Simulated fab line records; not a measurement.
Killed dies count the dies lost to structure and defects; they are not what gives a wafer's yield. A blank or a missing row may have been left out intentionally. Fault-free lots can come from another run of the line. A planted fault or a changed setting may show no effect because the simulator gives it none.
One fault seen from 2 desks || flow nand harc || numbers are kept per desk, each desk with only its own; the story behind them comes last

## THE TOOL OWNER'S DESK: rie diel-12
The tool's own readings at NHARC_A_BLC_ETCH_17 (etches the open film in N2/H2, target depth 390 nm, time 609.38 s): means of the sampled wafers that have a number, for each lot that ran on this tool. If a lot's mean is further than 4 standard deviations from the usual mean, the lot is out of limits and carries the mark OUT (the distance appears in the brackets). It has 9 readings, of which 7 appear: the earliest out of limits, and the ones furthest out on some lot.
Columns: A = drypump motor current A at NHARC_A_BLC_ETCH_17, usual 5.8 A; B = n2 flow sccm at NHARC_A_BLC_ETCH_17, usual 150.0 sccm; C = oes product au at NHARC_A_BLC_ETCH_17, usual 0.997 a.u.; D = rf fwd power W at NHARC_A_BLC_ETCH_17, usual 399.4 W; E = run length s at NHARC_A_BLC_ETCH_17, usual 630.7 s; F = showerhead plenum p Torr at NHARC_A_BLC_ETCH_17, usual 2.07 Torr; G = throttle valve pct at NHARC_A_BLC_ETCH_17, usual 14.171 %
{"lot": "L399", "first seen here": "day 23 17:51", "A": 5.5, "B": 149.8, "C": 0.991, "D": 398.6, "E": 630.4, "F": 2.09, "G": 14.174}
{"lot": "L402", "first seen here": "day 24 19:23", "A": 5.5, "B": 150.1, "C": 0.994, "D": 401.3, "E": 630.6, "F": 2.08, "G": 14.177}
{"lot": "L405", "first seen here": "day 26 01:05", "A": 5.7, "B": 150.0, "C": 0.994, "D": 399.9, "E": 630.4, "F": 2.12, "G": 14.168}
{"lot": "L406", "first seen here": "day 26 05:38", "A": 5.9, "B": 149.5, "C": 0.988, "D": 399.5, "E": 630.4, "F": 2.14, "G": 14.167}
{"lot": "L409", "first seen here": "day 27 14:14", "A": 5.5, "B": 150.2, "C": 1.002, "D": 399.9, "E": 630.7, "F": 2.07, "G": 14.185}
{"lot": "L418", "first seen here": "day 30 10:59", "A": 5.2, "B": 149.8, "C": 0.998, "D": 398.0, "E": "936.5 (+99 or more) OUT", "F": 2.04, "G": 14.171}
{"lot": "L417", "first seen here": "day 30 19:05", "A": 5.5, "B": 150.2, "C": 0.995, "D": 399.0, "E": "782.9 (+99 or more) OUT", "F": 2.10, "G": 14.181}
{"lot": "L419", "first seen here": "day 31 14:56", "A": 5.6, "B": 150.3, "C": 0.993, "D": 399.5, "E": "783.5 (+99 or more) OUT", "F": 2.08, "G": 14.168}
Finding of this desk: L417, L418, L419 out of limits; the first was L418 at day 30 10:59, on run length s at NHARC_A_BLC_ETCH_17. Within limits: L399, L402, L405, L406, L409.

## FROM THE METROLOGY DESK
Lot by lot, what the gauges showed, no matter which tool ran the lot: averages of those sampled wafers that carry a number. If a lot's mean is further than 4 standard deviations from the usual mean, the lot is out of limits and carries the mark OUT (the distance appears in the brackets).
Columns: A = cd nm at NHARC_A_BLC_CD_MEAS_19, usual 100.0 nm
{"lot": "L399", "first seen here": "day 23 18:36", "A": 98.9}
{"lot": "L398", "first seen here": "day 23 19:22", "A": 100.8}
{"lot": "L402", "first seen here": "day 24 20:10", "A": 101.1}
{"lot": "L405", "first seen here": "day 26 02:09", "A": 100.9}
{"lot": "L406", "first seen here": "day 26 06:25", "A": 100.2}
{"lot": "L408", "first seen here": "day 27 06:59", "A": 99.8}
{"lot": "L409", "first seen here": "day 27 14:59", "A": 100.7}
{"lot": "L415", "first seen here": "day 30 05:10", "A": 102.9}
{"lot": "L418", "first seen here": "day 30 11:47", "A": "92.7 (-4.6) OUT"}
{"lot": "L417", "first seen here": "day 30 19:48", "A": 96.7}
{"lot": "L419", "first seen here": "day 31 15:41", "A": 96.1}
Finding of this desk: L418 out of limits; the first was L418 at day 30 11:47, on cd nm at NHARC_A_BLC_CD_MEAS_19. Within limits: L399, L398, L402, L405, L406, L408, L409, L415, L417, L419.

## ALL TOGETHER
On L417, L418, L419, at day 30 10:59, an alarm was possible from the tool owner's desk.
On L418, the metrology desk was in a position to raise an alarm at day 30 11:47.
The metrology desk has L417, L419 on record, within its limits.
Every lot named ran NHARC_A_BLC_ETCH_17 on rie diel-12.

## WHAT HAD BEEN PUT IN BY THE SIMULATOR
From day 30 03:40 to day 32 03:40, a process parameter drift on rie diel-12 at NHARC_A_BLC_ETCH_17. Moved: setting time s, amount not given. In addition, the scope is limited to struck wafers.
Shown lots that were struck: L417, L418, L419.
Time in hours from fault onset to the first out-of-limits reading at each desk: tool owner's desk 7, metrology desk 8.
